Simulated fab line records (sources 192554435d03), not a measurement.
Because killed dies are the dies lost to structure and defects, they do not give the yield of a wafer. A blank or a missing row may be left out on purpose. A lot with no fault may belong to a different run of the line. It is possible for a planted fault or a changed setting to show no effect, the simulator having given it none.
A lot that was struck, set against a sound lot    flow n5 finfet    37 steps out of a route of 1938
Sound: the wafers L555.1, L555.5, L555.6. The struck wafers were L543.2, L543.3, L543.5. At the end, the cause is stated.
For every step that has rows: the tool of each side, followed by ch and its chambers, followed by its first start. Under that, the readings that differ: sound wafers    struck wafers    difference of the means    sigmas: that difference in standard deviations of wafers without a fault.
alike: words and numbers the same on both sides, and readings whose means are apart by under 2 such deviations; not compared: readings that were withheld, readings missing a value for some wafer, numbers with overlapping values and no deviation given by the record, and bounds like >300 which may hide the same value.
The two part at a step that has a row with sigmas, a row that says differs or no value, or rows on one side only. Numbers that don't overlap but have no deviation are shown without sigmas and don't part them. Lack of a reading on every wafer of one side parts them only where that side has two or more wafers.

first, 9 steps without rows for these wafers: N5_BEOL_M5_SPUTTER_90 (material Cu, target thk 4.5 nm, time 8.29 s); N5_BEOL_M5_ECD_50 (material Cu, target thk 300 nm); N5_BEOL_M5_ANNEAL_51 (time 90 s); N5_BEOL_M5_CMP_52 (polishes, stops on SiCOH lowk, t overpolish 6.9 s, target thk 62 nm); N5_BEOL_M5_PRE_CLEAN_77 (time 15 s); N5_BEOL_M5_CO_CAP_78 (material Co, precursor CCTBA/H2, target thk 2 nm, time 102.1 s); N5_BEOL_M5_PRE_CLEAN_55 (time 15 s); N5_BEOL_M5_DEP_56 (deposits SiCN from 3MS/NH3, target thk 8 nm, time 14 s); N5_BEOL_M6_ILD_DEP_00 (deposits SiCOH lowk from DEMS/porogen, target thk 179.75 nm, time 33.4 s).
N5_BEOL_M6_CURE_74: cures SiCOH lowk, time 240 s.
  sound on uv cure-03 ch 1, day 13 11:20; struck on uv cure-03 ch 1, day 10 05:17
  no value came back on the struck wafers for lamp power pct (%), run length s (s), wafer_temp_C_max; on the sound wafers lamp power pct (%) reads 52.30 52.35 52.31
reading                                             sound            struck             difference  sigmas
model.SiCOH_lowk_of_BEOL_M6_ILD_DEP_00.thk nm (nm)  152 154.6 155.8  178.8 178.8 181.2  +25.5       
N5_BEOL_M6_THK_MEAS_01:
  struck on film metro-02, day 10 05:44; sound on film metro-01, day 13 11:51
reading          sound              struck             difference  sigmas
M6_ILD_THK (nm)  152.1 154.6 155.9  178.8 178.8 181.3  +25.4       +14
then, 24 steps without rows for these wafers: N5_BEOL_M6_PECVD_70 (deposits SiO2 from TEOS/O2, target thk 20 nm, time 22.7 s); N5_BEOL_M6_HM_DEP_02 (deposits TiN, target thk 20 nm); N5_BEOL_M6_COAT_59 (time 60 s, resist thk 100 nm); N5_BEOL_M6_COAT_60 (time 60 s, resist thk 35 nm); N5_BEOL_M6_COAT_05 (resist thk 90 nm); N5_BEOL_M6_EBR_07; N5_BEOL_M6_SOFTBAKE_06 (time 60 s); N5_BEOL_M6_EXPOSE_08 (exposes mask M6); N5_BEOL_M6_PEB_09 (peb time 60 s); N5_BEOL_M6_DEVELOP_10 (develop time 30 s); N5_BEOL_M6_DESCUM_16 (chemistry O2, time 7.9 s); N5_BEOL_M6_ETCH_61 (etches SiARC in CF4, target depth 45.5 nm, time 75.8 s); N5_BEOL_M6_ETCH_62 (etches SOC in N2/H2, target depth 110 nm, overetch 22 nm, time 165 s); N5_BEOL_M6_STRIP_68 (strips in N2/H2); N5_BEOL_M6_STRIP_67 (strips in CF4); N5_BEOL_M6_HM_OPEN_17 (chemistry Cl2/BCl3, target TiN, target depth 20 nm, overetch 6 nm); N5_BEOL_M6_STRIP_19 (strips in O2); N5_BEOL_M6_COAT_63 (time 60 s, resist thk 60 nm); N5_BEOL_M6_COAT_64 (time 60 s, resist thk 12 nm); N5_BEOL_M6_COAT_71 (time 60 s, resist thk 5 nm); N5_BEOL_M6_COAT_22 (resist thk 30 nm); N5_BEOL_M6_EBR_24; N5_BEOL_M6_SOFTBAKE_23 (time 60 s); N5_BEOL_M6_EXPOSE_25 (exposes mask V5, target cd 40 nm).
N5_BEOL_M6_CMP_52: polishes, stops on SiCOH lowk, t overpolish 6.9 s, target thk 80 nm.
  sound on cmp-04 ch 1,2,3, day 13 21:20; struck on cmp-01 ch 0,2, day 10 14:35
reading                                             sound            struck             difference  sigmas
model.SiCOH_lowk_of_BEOL_M6_ILD_DEP_00.thk nm (nm)  149 151.6 152.8  175.8 175.8 178.2  +25.5       
  alike: motor current A
N5_PASSIVATION_PROBE_49:
  sound wafers here have rows in the record (prober-02, day 17 06:10); struck ones have none

WHERE THEY PART
At N5_BEOL_M6_CURE_74 first; at N5_PASSIVATION_PROBE_49 last (within this record only).

WHY: what the simulator had put in
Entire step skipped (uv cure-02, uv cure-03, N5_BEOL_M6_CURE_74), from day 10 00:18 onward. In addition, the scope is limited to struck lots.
